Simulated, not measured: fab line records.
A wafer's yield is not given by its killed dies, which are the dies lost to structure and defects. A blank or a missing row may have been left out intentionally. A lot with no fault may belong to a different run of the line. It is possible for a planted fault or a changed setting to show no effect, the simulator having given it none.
Matching of chambers	flow nandHarc	NHARC_A_SGD_CUT_ETCHBACK_24 on rieDiel-07: 4 sister chambers
The step etches the open film in CH3F/O2, target depth 50 nm, time 92.857 s. 22 wafers are shown with their chamber, then 11 later ones without.

WAFERS PAIRED WITH THEIR CHAMBERS
wafer	chamber	drypumpMotorCurrentA (A)	rfVppV (V)	mfcArSccm (sccm)
L076.1	0	5.9	243.9	200.1
L076.3	3	5.4	243.8	199.6
L076.6	3	5.4	243.8	199.0
L077.1	2	6.5	246.1	200.5
L077.5	0	5.9	244.1	200.0
L077.6	3	5.4	243.1	200.0
L080.4	1	6.2	240.5	200.8
L080.5	3	5.4	245.2	199.2
L080.6	0	5.9	244.5	199.2
L082.4	0	5.9	244.7	200.2
L082.5	1	6.2	243.4	200.2
L082.6	2	6.5	245.5	201.0
L084.2	2	6.5	246.7	200.7
L084.3	1	6.2	241.1	200.6
L084.6	1	6.2	241.8	200.4
L088.1	3	5.4	245.9	200.4
L088.2	0	5.9	245.0	198.4
L088.4	1	6.2	243.3	200.0
L089.2	1	6.2	241.8	198.9
L089.3	0	5.9	244.4	199.2
L089.6	2	6.4	246.3	200.6
L091.1	1	6.2	243.4	200.1

SIGNATURES (averages over the wafers above)
reading	chamber 0	chamber 1	chamber 2	chamber 3	scatter within a chamber
drypumpMotorCurrentA	5.900	6.200	6.475	5.400	0.0204
rfVppV	244.433	242.186	246.150	244.360	0.923
mfcArSccm	199.517	200.143	200.700	199.640	0.588
Rule: distance of a wafer from a chamber = root of the sum over the readings of ((wafer's reading minus chamber's mean) / reading's scatter) squared. If the next closest chamber is less than 2 further off than the closest, the wafer can't be placed; otherwise it belongs to the closest. The scatter is the square root of a quotient: the sum, over the shown wafers, of each reading's squared deviation from its chamber's mean, divided by wafers minus chambers.

WAFERS WHOSE CHAMBER IS MISSING
wafer	drypumpMotorCurrentA (A)	rfVppV (V)	mfcArSccm (sccm)
L091.4	5.4	245.2	200.0
L091.6	6.2	242.7	200.7
L090.3	6.2	243.0	200.2
L090.5	6.2	241.7	200.7
L090.6	6.5	244.9	201.1
L093.1	5.9	243.9	199.5
L093.4	6.2	241.7	200.6
L093.5	6.5	245.6	200.4
L094.1	6.5	246.4	198.9
L094.3	6.2	242.6	199.5
L094.5	5.9	246.2	200.4

THE CHAMBER EACH PASSED THROUGH
wafer	from the rows above	in truth
L091.4	3	3
L091.6	1	1
L090.3	1	1
L090.5	1	1
L090.6	2	2
L093.1	0	0
L093.4	1	1
L093.5	2	2
L094.1	2	2
L094.3	1	1
L094.5	0	0
Correct placement for 11 of the 11. Number that these rows cannot place: 0. Placed wrongly: 0.
